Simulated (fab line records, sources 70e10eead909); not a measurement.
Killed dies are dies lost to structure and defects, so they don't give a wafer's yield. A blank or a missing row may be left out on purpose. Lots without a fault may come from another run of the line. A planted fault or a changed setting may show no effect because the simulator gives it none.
fab line records | flow nand_harc
record lots=6 wafers=18 last_day=34
route steps=1302 shown A_CHANNEL_HOLE_D1@457 END@1302
lots that met no fault: from a run of the same line without faults
start_h: hours from the record's first day to the start of the lot's first wafer shown | wait_h: hours since the lot's step before | " the same as in the row above | L1.1+2: a row that stands for several wafers | - no value, or no start given | * or withheld: withheld | < > ~ a bound
route shown NAME@n: a module of which the file shows steps, and the number in the route of the first | usual: mean/standard deviation of fault-free wafers | same: alike in all rows | chamber/n: place in a boat | sites: the reading at each site | _std_site: their standard deviation | _edge_site: outer sites' mean less inner sites' | radius_mm: how far each site lies from the wafer's centre | mask NAME#n: copy n | behind: the tool/chamber that last shaped the wafer | hold: why the lot was held/for how many hours/how that ended | device: the transistor (n, p or np) that didn't switch | end of line: the same wafers' tests at the end of the route | a step without rows: its recipe alone | killed: dies lost to structure and defects at the first sort, not the wafer's yield | map: a wafer's dies, x killed, . not, _ none there
set.NAME: the setting as run; set.NAME@STEP: as run at that earlier step | model.NAME: the simulator's own value behind a step, which no gauge read
lots at some steps of the route; a table a step, a row a wafer
services: from which hour (start_h, from the record's first day; less than 0 if before it) a tool's chamber was out of use, for how many hours, and why
## steps
# step NHARC_A_CHANNEL_HOLE_D1_SOFTBAKE_05
# recipe temp_c=105 time_s=55
# step NHARC_A_CHANNEL_HOLE_D1_EBR_06
# step NHARC_A_CHANNEL_HOLE_D1_EXPOSE_07
# recipe na=1.35 target_cd_nm=100 sigma_outer=0.3 dose_mj=59.65 mask_id=HOLE_D1
# step NHARC_A_CHANNEL_HOLE_D1_PEB_08
# recipe peb_temp_c=100 peb_time_s=65
# step NHARC_A_CHANNEL_HOLE_D1_DEVELOP_09
# recipe develop_time_s=35 dev_temp_c=23
# step NHARC_A_CHANNEL_HOLE_D1_CD_MEAS_10
# recipe target_cd_nm=100 landing_energy_ev=500
# usual cd_nm=100.0/0.49
# columns lot.wafer tool chamber start_h wait_h cd_nm
L452.2 cd_sem-02 0 213.49 - 99.9
L452.3 " 0 " " 100.7
L452.6 " 0 " " 99.5
L453.1 cd_sem-01 0 219.62 - 98.8
L453.5 " 0 " " 100.2
L453.6 " 0 " " 99.8
L462.2 cd_sem-03 0 307.14 - 100.5
L462.3 " 0 " " 100.3
L462.4 " 0 " " 100.9
L465.1 cd_sem-03 0 344.38 - 99.6
L465.3 " 0 " " 98.8
L465.4 " 0 " " 99.8
L466.1 cd_sem-01 0 358.97 - 100.5
L466.4 " 0 " " 100.1
L466.6 " 0 " " 100.2
L472.2 cd_sem-03 0 414.35 - 99.3
L472.3 " 0 " " 100.1
L472.6 " 0 " " 99.3
# step NHARC_A_CHANNEL_HOLE_D1_OVL_MEAS_11
# usual overlay_x_nm=0.3/0.71 overlay_y_nm=0.1/0.89
# columns lot.wafer tool chamber start_h wait_h overlay_x_nm overlay_y_nm
L452.2 overlay-01 - 213.58 - 0.3 -0.6
L452.3 " - " " 0.3 -1.9
L452.6 " - " " 1.1 -1.5
L453.1 overlay-02 - 219.70 - -0.8 -0.7
L453.5 " - " " -0.6 -1.0
L453.6 " - " " -0.8 -0.5
L462.2 overlay-02 - 307.23 - -0.3 0.7
L462.3 " - " " -0.2 1.3
L462.4 " - " " -0.4 1.0
L465.1 overlay-01 - 344.47 - -0.3 -0.5
L465.3 " - " " -0.3 -0.7
L465.4 " - " " 0.4 0.0
L466.1 overlay-01 - 359.06 - 0.8 0.6
L466.4 " - " " 0.4 0.5
L466.6 " - " " 0.5 0.7
L472.2 overlay-02 - 414.44 - -0.6 -0.9
L472.3 " - " " 0.1 -0.6
L472.6 " - " " -0.3 -0.8
# step NHARC_A_CHANNEL_HOLE_D1_INSPECT_12
# usual raw_defect_count=6/3.3
# columns lot.wafer tool chamber start_h wait_h raw_defect_count
L452.2 defect_inspect-01 - 213.62 0.0 7
L452.3 " - " " 5
L452.6 " - " " 7
L453.1 defect_inspect-01 - 219.74 0.0 12
L453.5 " - " " 7
L453.6 " - " " 5
L462.2 defect_inspect-01 - 307.26 0.0 5
L462.3 " - " " 7
L462.4 " - " " 8
L465.1 defect_inspect-01 - 344.50 0.0 5
L465.3 " - " " 2
L465.4 " - " " 9
L466.1 defect_inspect-02 - 359.09 0.0 6
L466.4 " - " " 5
L466.6 " - " " 7
L472.2 defect_inspect-02 - 414.48 0.0 1
L472.3 " - " " 3
L472.6 " - " " 4
# step NHARC_A_CHANNEL_HOLE_D1_DESCUM_15
# recipe time_s=3 o2_flow_sccm=200 ar_flow_sccm=0 bias_power_w=0 chemistry=O2
# usual drypump_motor_current_A=5.6/0.41 oes_product_au=1.001/0.015 rf_vpp_V=57.9/0.9 showerhead_plenum_p_Torr=1.91/0.084 throttle_valve_pct=11.311/0.0096
# columns lot.wafer tool chamber start_h wait_h drypump_motor_current_A oes_product_au rf_hours_counter_h rf_vpp_V showerhead_plenum_p_Torr throttle_valve_pct
L452.2 rie_diel-01 1 213.68 0.1 5.6 0.995 0 57.0 1.93 11.315
L452.3 " 2 " " 5.3 0.988 0 57.9 1.82 11.304
L452.6 " 2 " " 5.2 0.998 - 57.5 1.82 11.304
L453.1 rie_diel-01 2 219.81 0.1 5.3 0.990 1 57.2 1.82 11.305
L453.6 " 1 " " 5.6 0.996 - 57.1 1.93 11.298
L453.5 " 2 " " 5.2 0.995 - 59.3 1.82 11.325
L462.3 rie_diel-07 0 307.32 0.1 5.8 1.002 1 59.0 1.90 11.318
L462.4 " 1 " " 6.2 0.996 1 57.9 1.85 11.320
L462.2 " 3 " " 4.9 1.001 1 54.7 1.83 11.315
L465.1 rie_diel-01 2 344.57 0.1 5.3 0.998 11 56.6 1.81 11.333
L465.3 " 0 " " 6.3 1.028 11 58.0 1.85 11.307
L465.4 " 1 " " 5.5 0.986 10 59.0 1.92 11.319
L466.4 rie_diel-01 3 359.15 0.1 5.4 1.006 13 58.3 2.03 11.298
L466.1 " 1 " " 5.5 0.986 11 57.4 1.92 11.312
L466.6 " 0 " " 6.3 0.994 - 58.7 1.85 11.319
L472.3 rie_diel-07 3 414.54 0.1 4.9 1.004 40 58.3 1.82 11.309
L472.2 " 1 " " 6.3 1.008 38 57.9 1.83 11.301
L472.6 " 2 " " 5.9 1.027 - 56.2 1.90 11.302
# step NHARC_A_CHANNEL_HOLE_D1_ETCH_38
# recipe target_depth_a=390 over_etch_frac=0.3 time_s=65 ion_energy_ev=80 cf4_flow_sccm=150 ar_flow_sccm=0 rf_w=300 bias_w=100 chemistry=CF4
# usual drypump_motor_current_A=5.6/0.4 oes_product_au=1.000/0.015 rf_vpp_V=151.1/1.2 showerhead_plenum_p_Torr=1.76/0.07 throttle_valve_pct=13.282/0.0092
# columns lot.wafer tool chamber start_h wait_h drypump_motor_current_A oes_product_au rf_hours_counter_h rf_vpp_V showerhead_plenum_p_Torr throttle_valve_pct
L452.2 rie_diel-01 2 213.77 0.1 5.3 1.008 0 150.5 1.69 13.302
L452.3 " 3 " " 5.4 1.020 0 153.7 1.87 13.294
L452.6 " 1 " " 5.5 0.987 - 151.7 1.78 13.289
L453.1 rie_diel-01 3 219.91 0.1 5.3 1.010 1 151.6 1.87 13.283
L453.5 " 0 " " 6.3 1.023 - 149.9 1.72 13.286
L453.6 " 1 " " 5.5 0.987 - 150.2 1.78 13.292
L462.3 rie_diel-07 0 307.41 0.1 5.9 1.001 1 150.7 1.75 13.270
L462.2 " 2 " " 5.9 1.011 1 151.0 1.77 13.285
L462.4 " 3 " " 4.9 0.996 1 150.5 1.70 13.290
L465.4 rie_diel-01 3 344.65 0.1 5.3 1.014 12 152.3 1.87 13.263
L465.1 " 1 " " 5.5 0.986 10 151.2 1.78 13.270
L465.3 " 2 " " 5.2 1.001 11 150.7 1.68 13.288
L466.1 rie_diel-01 3 359.25 0.1 5.3 1.006 13 151.8 1.87 13.276
L466.4 " 0 " " 6.3 1.006 12 150.2 1.71 13.281
L466.6 " 2 " " 5.3 0.973 - 149.9 1.68 13.278
L472.3 rie_diel-07 0 414.63 0.1 5.9 0.981 27 151.4 1.75 13.279
L472.2 " 2 " " 5.9 1.024 41 150.7 1.76 13.292
L472.6 " 3 " " 4.9 1.000 - 150.1 1.69 13.293
# step NHARC_A_CHANNEL_HOLE_D1_ETCH_39
# recipe target_depth_a=2600 over_etch_frac=0.3 time_s=325 ion_energy_ev=200 n2_flow_sccm=150 h2_flow_sccm=150 ar_flow_sccm=0 rf_w=400 bias_w=150 chemistry=N2/H2
# usual drypump_motor_current_A=5.7/0.42 oes_product_au=1.001/0.016 rf_vpp_V=430.3/2.5 showerhead_plenum_p_Torr=2.03/0.087 throttle_valve_pct=14.170/0.0093
# columns lot.wafer tool chamber start_h wait_h drypump_motor_current_A oes_product_au rf_hours_counter_h rf_vpp_V showerhead_plenum_p_Torr throttle_valve_pct
L452.2 rie_diel-01 0 - - 6.3 1.014 0 428.5 1.97 14.172
L452.3 " 1 " " 5.5 0.990 0 431.6 2.06 14.162
L452.6 " 2 " " 5.3 0.983 - 427.5 1.93 14.159
L453.1 rie_diel-01 3 - - 5.3 1.014 1 435.0 2.17 14.186
L453.5 " 0 " " 6.3 1.029 - 428.2 1.97 14.171
L453.6 " 1 " " 5.5 0.991 - 431.5 2.06 14.163
L462.3 rie_diel-07 0 - - 5.9 1.003 1 431.5 2.02 14.170
L462.4 " 2 " " 6.0 1.008 1 431.3 2.04 14.163
L462.2 " 3 " " 4.9 1.011 1 429.9 1.95 14.180
L465.4 rie_diel-01 0 - - 6.3 1.013 11 428.8 1.97 14.162
L465.1 " 2 " " 5.2 0.986 11 428.2 1.93 14.156
L465.3 " 3 " " 5.3 1.016 12 433.2 2.17 14.157
L466.4 rie_diel-01 1 - - 5.5 0.996 11 431.1 2.05 14.168
L466.1 " 0 " " 6.3 1.008 12 428.4 1.97 14.173
L466.6 " 1 " " 5.5 0.994 - 432.4 2.05 14.177
L472.3 rie_diel-07 1 - - 6.2 1.015 38 428.6 1.95 14.153
L472.2 " 0 " " 5.8 0.989 27 430.9 2.01 14.158
L472.6 " 1 " " 6.3 1.001 - 427.3 1.95 14.179
# step NHARC_A_CHANNEL_HOLE_D1_ETCH_34
# recipe target_depth_a=1540 time_s=77 cf4_flow_sccm=100 chf3_flow_sccm=30 ar_flow_sccm=0 rf_w=500 bias_w=200 chemistry=CF4/CHF3
# usual drypump_motor_current_A=5.6/0.4 oes_product_au=0.948/0.027 rf_vpp_V=370.4/2.2 showerhead_plenum_p_Torr=1.57/0.064 throttle_valve_pct=16.802/0.0097
# columns lot.wafer tool chamber start_h wait_h drypump_motor_current_A oes_product_au rf_hours_counter_h rf_vpp_V showerhead_plenum_p_Torr throttle_valve_pct
L452.3 rie_diel-01 3 - - 5.4 0.988 0 373.6 1.67 16.797
L452.2 " 1 " " 5.6 0.948 0 370.8 1.59 16.827
L452.6 " 3 " " 5.4 0.973 - 374.0 1.67 16.796
L453.1 rie_diel-01 1 - - 5.5 0.960 1 370.7 1.59 16.799
L453.6 " 2 " " 5.3 0.954 - 369.4 1.50 16.797
L453.5 " 3 " " 5.4 0.996 - 374.4 1.67 16.795
L462.3 rie_diel-07 2 - - 5.9 0.997 1 370.4 1.57 16.789
L462.2 " 0 " " 5.9 0.956 1 369.1 1.56 16.792
L462.4 " 1 " " 6.2 0.964 1 369.3 1.52 16.800
L465.1 rie_diel-01 2 - - 5.3 0.912 11 369.6 1.50 16.806
L465.4 " 0 " " 6.3 0.939 11 368.8 1.52 16.794
L465.3 " 1 " " 5.6 0.926 10 371.6 1.58 16.801
L466.4 rie_diel-01 2 - - 5.3 0.922 12 368.5 1.50 16.787
L466.1 " 0 " " 6.3 0.935 12 368.8 1.52 16.801
L466.6 " 1 " " 5.5 0.919 - 371.8 1.58 16.787
L472.3 rie_diel-07 3 - - 4.9 0.959 40 367.8 1.50 16.798
L472.2 " 2 " " 5.9 0.993 41 371.1 1.56 16.805
L472.6 " 0 " " 5.8 0.970 - 369.6 1.55 16.807
# step NHARC_A_CHANNEL_HOLE_D1_ETCH_16
# recipe target_depth_a=31000 over_etch_frac=0.3 time_s=806 ion_energy_ev=150 o2_flow_sccm=400 cos_flow_sccm=20 ar_flow_sccm=0 rf_w=500 bias_w=300 chemistry=O2/COS
# usual drypump_motor_current_A=5.6/0.41 oes_product_au=1.003/0.015 rf_vpp_V=313.9/2.1 showerhead_plenum_p_Torr=3.11/0.13 throttle_valve_pct=28.328/0.0096
# columns lot.wafer tool chamber start_h wait_h drypump_motor_current_A oes_product_au rf_hours_counter_h rf_vpp_V showerhead_plenum_p_Torr throttle_valve_pct
L452.2 rie_diel-01 0 214.32 - 6.3 1.016 0 312.5 3.03 28.317
L452.3 " 1 " " 5.6 0.985 0 315.3 3.14 28.318
L452.6 " 3 " " 5.4 1.002 - 316.5 3.30 28.330
L453.1 rie_diel-01 0 220.45 - 6.3 1.019 1 312.1 3.03 28.330
L453.5 " 2 " " 5.3 0.992 - 311.3 2.97 28.308
L453.6 " 3 " " 5.4 1.017 - 317.0 3.30 28.328
L462.4 rie_diel-07 3 307.85 - 4.9 1.002 1 313.4 3.00 28.326
L462.2 " 0 " " 5.9 0.991 1 314.7 3.10 28.329
L462.3 " 1 " " 6.3 0.998 1 314.3 3.02 28.323
L465.4 rie_diel-01 0 345.09 - 6.3 0.827 11 312.7 3.02 28.334
L465.1 " 1 " " 5.5 0.989 10 314.0 3.14 28.332
L465.3 " 2 " " 5.3 0.988 11 311.7 2.97 28.323
L466.4 rie_diel-01 2 360.22 - 5.3 0.990 12 311.3 2.97 28.326
L466.1 " 0 " " 6.3 0.818 12 312.8 3.02 28.338
L466.6 " 1 " " 5.5 0.995 - 315.1 3.14 28.324
L472.2 rie_diel-07 0 415.12 - 5.9 0.976 27 313.8 3.08 28.338
L472.3 " 2 " " 5.9 1.021 41 314.1 3.10 28.332
L472.6 " 0 " " 5.9 0.983 - 314.4 3.08 28.324
# step NHARC_A_CHANNEL_HOLE_D1_CD_MEAS_18
# usual cd_nm=101/3.7
# columns lot.wafer tool chamber start_h wait_h cd_nm
L452.2 cd_sem-03 - 214.79 - 102
L452.3 " - " " 106
L452.6 " - " " 100
L453.1 cd_sem-02 - 220.91 - 98
L453.5 " - " " 103
L453.6 " - " " 101
L462.2 cd_sem-01 - 308.43 - 100
L462.3 " - " " 103
L462.4 " - " " 101
L465.1 cd_sem-01 - 345.67 - 106
L465.3 " - " " 93
L465.4 " - " " 100
L466.1 cd_sem-02 - 360.74 - 99
L466.4 " - " " 105
L466.6 " - " " 103
L472.2 cd_sem-03 - 415.64 - 99
L472.3 " - " " 97
L472.6 " - " " 97
# step NHARC_END_SORT_01
# recipe temp_c=25
# usual killed_at_array=56/17 killed_at_other=1.2/1.4 killed_at_periphery=4/3.2 killed_dies=61/16 killed_open=3.6/2.1 killed_short=2.7/1.8
# same gross_dies=677
# columns lot.wafer tool chamber start_h wait_h killed_at_array killed_at_other killed_at_periphery killed_dies killed_open killed_short
L465.4 prober-02 0 724.01 3.4 672 2 3 677 3 0
L466.1 prober-02 0 737.16 2.5 670 2 5 677 7 2
L466.4 prober-02 0 739.57 3.4 52 0 4 56 4 0
L466.6 prober-02 0 741.17 4.0 53 0 6 59 7 6
# killed by level:class
L465.4 A_CHANNEL_HOLE_D1:area_etch=602 A_SLIT:chamber_film_flake=33 A_CHANNEL_HOLE_D1:chamber_film_flake=28 THIN_TSV:chamber_film_flake=2 P_M0:chamber_film_flake=2 A_STAIRCASE:chamber_film_flake=2 A_WL_FILL:chamber_film_flake=2 A_CHANNEL_FILL_D2:chamber_film_flake=1
L466.1 A_CHANNEL_HOLE_D1:area_etch=619 A_CHANNEL_HOLE_D2:chamber_film_flake=26 A_CHANNEL_HOLE_D1:chamber_film_flake=7 A_SLIT:chamber_film_flake=3 A_BONDPAD:chamber_film_flake=3 A_ONON_D1:geometric_particle:open=2 A_CONTACT:chamber_film_flake=2 THIN_TSV:chamber_film_flake=2
L466.4 A_CHANNEL_HOLE_D2:chamber_film_flake=21 A_CHANNEL_HOLE_D1:chamber_film_flake=8 A_CONTACT:chamber_film_flake=8 A_SLIT:chamber_film_flake=5 A_ONON_D1:geometric_particle:open=2 P_STI:chamber_film_flake=2 A_DECK1_JOINT:chamber_film_flake=2 A_CHANNEL_HOLE_D1:geometric_particle:open=1
L466.6 A_CHANNEL_HOLE_D2:chamber_film_flake=22 A_CHANNEL_HOLE_D1:chamber_film_flake=9 A_SLIT:chamber_film_flake=5 P_STI:chamber_film_flake=3 A_CONTACT:chamber_film_flake=3 A_SOURCE_PLATE:geometric_particle:short=2 A_CONTACT:geometric_particle:open=2 P_ZERO_WELL:chamber_film_flake=2
# map L465.4 (x killed, . not)
____________x____________
_________xxxxxxx_________
_______xxxxxxxxxxx_______
______xxxxxxxxxxxxx______
_____xxxxxxxxxxxxxxx_____
____xxxxxxxxxxxxxxxxx____
____xxxxxxxxxxxxxxxxx____
___xxxxxxxxxxxxxxxxxxx___
___xxxxxxxxxxxxxxxxxxx___
__xxxxxxxxxxxxxxxxxxxxx__
__xxxxxxxxxxxxxxxxxxxxx__
_xxxxxxxxxxxxxxxxxxxxxxx_
_xxxxxxxxxxxxxxxxxxxxxxx_
_xxxxxxxxxxxxxxxxxxxxxxx_
_xxxxxxxxxxxxxxxxxxxxxxx_
_xxxxxxxxxxxxxxxxxxxxxxx_
xxxxxxxxxxxxxxxxxxxxxxxxx
xxxxxxxxxxxxxxxxxxxxxxxxx
xxxxxxxxxxxxxxxxxxxxxxxxx
xxxxxxxxxxxxxxxxxxxxxxxxx
xxxxxxxxxxxxxxxxxxxxxxxxx
_xxxxxxxxxxxxxxxxxxxxxxx_
_xxxxxxxxxxxxxxxxxxxxxxx_
_xxxxxxxxxxxxxxxxxxxxxxx_
_xxxxxxxxxxxxxxxxxxxxxxx_
_xxxxxxxxxxxxxxxxxxxxxxx_
__xxxxxxxxxxxxxxxxxxxxx__
__xxxxxxxxxxxxxxxxxxxxx__
___xxxxxxxxxxxxxxxxxxx___
___xxxxxxxxxxxxxxxxxxx___
____xxxxxxxxxxxxxxxxx____
____xxxxxxxxxxxxxxxxx____
_____xxxxxxxxxxxxxxx_____
______xxxxxxxxxxxxx______
_______xxxxxxxxxxx_______
_________xxxxxxx_________
____________x____________
# map L466.1 (x killed, . not)
____________x____________
_________xxxxxxx_________
_______xxxxxxxxxxx_______
______xxxxxxxxxxxxx______
_____xxxxxxxxxxxxxxx_____
____xxxxxxxxxxxxxxxxx____
____xxxxxxxxxxxxxxxxx____
___xxxxxxxxxxxxxxxxxxx___
___xxxxxxxxxxxxxxxxxxx___
__xxxxxxxxxxxxxxxxxxxxx__
__xxxxxxxxxxxxxxxxxxxxx__
_xxxxxxxxxxxxxxxxxxxxxxx_
_xxxxxxxxxxxxxxxxxxxxxxx_
_xxxxxxxxxxxxxxxxxxxxxxx_
_xxxxxxxxxxxxxxxxxxxxxxx_
_xxxxxxxxxxxxxxxxxxxxxxx_
xxxxxxxxxxxxxxxxxxxxxxxxx
xxxxxxxxxxxxxxxxxxxxxxxxx
xxxxxxxxxxxxxxxxxxxxxxxxx
xxxxxxxxxxxxxxxxxxxxxxxxx
xxxxxxxxxxxxxxxxxxxxxxxxx
_xxxxxxxxxxxxxxxxxxxxxxx_
_xxxxxxxxxxxxxxxxxxxxxxx_
_xxxxxxxxxxxxxxxxxxxxxxx_
_xxxxxxxxxxxxxxxxxxxxxxx_
_xxxxxxxxxxxxxxxxxxxxxxx_
__xxxxxxxxxxxxxxxxxxxxx__
__xxxxxxxxxxxxxxxxxxxxx__
___xxxxxxxxxxxxxxxxxxx___
___xxxxxxxxxxxxxxxxxxx___
____xxxxxxxxxxxxxxxxx____
____xxxxxxxxxxxxxxxxx____
_____xxxxxxxxxxxxxxx_____
______xxxxxxxxxxxxx______
_______xxxxxxxxxxx_______
_________xxxxxxx_________
____________x____________
## services
# columns tool chamber start_h hours kind
rie_diel-07 3 202.03 9.6 repair
rie_diel-01 - 203.81 9.0 pm
rie_diel-01 0 203.81 9.0 vent_cycle
rie_diel-01 1 203.81 9.0 vent_cycle
rie_diel-01 2 203.81 9.0 vent_cycle
rie_diel-01 3 203.81 9.0 vent_cycle
rie_diel-01 0 212.81 - clean
rie_diel-01 1 212.81 - clean
rie_diel-01 2 212.81 - clean
rie_diel-01 3 212.81 - clean
rie_diel-01 2 230.95 4.5 repair
rie_diel-01 0 237.31 - clean
rie_diel-01 1 237.31 - clean
rie_diel-01 2 237.31 - clean
rie_diel-01 3 237.31 - clean
rie_diel-01 0 261.81 - clean
rie_diel-01 1 261.81 - clean
rie_diel-07 1 263.08 1.3 repair
rie_diel-07 - 294.28 9.0 pm
rie_diel-07 3 347.17 4.9 repair
rie_diel-01 1 362.21 11.3 repair
rie_diel-01 0 365.42 132.0 repair
rie_diel-01 - 380.81 9.0 pm
rie_diel-07 0 385.23 18.2 repair
## key
first_sign step=NHARC_A_CHANNEL_HOLE_D1_ETCH_16 reading=oes_product_au direction=down sigmas=12 usual=1.003 struck=0.822
effect step=NHARC_END_SORT_01 reading=killed_dies direction=up sigmas=37 usual=61 struck=677
more_kills_born_at NHARC_A_CHANNEL_HOLE_D1_ETCH_16@rie_diel-01=1221
met_at NHARC_A_CHANNEL_HOLE_D1_ETCH_16
struck_wafers L465.4,L466.1
later_rows_left_out L465.4,L466.1
tester_left_out L465,L466
onset_between 220.45 345.09
fault kind=process_parameter_drift tool=rie_diel-01 chamber=0 onset_h=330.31 steps=NHARC_A_CHANNEL_HOLE_D1_ETCH_16 channel=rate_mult offset=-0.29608 shape=step end_h=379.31
# tester_left_out: of these lots the tester's yield and bins aren't shown, on N5 and GAA mostly nor the transistor test; their killed dies are dies lost to structure and defects alone, not to doping, threshold or leakage, so they don't give the yield
# later_rows_left_out: the simulator's readings of these wafers behind a module that went badly wrong aren't trusted and aren't shown, but for the sort
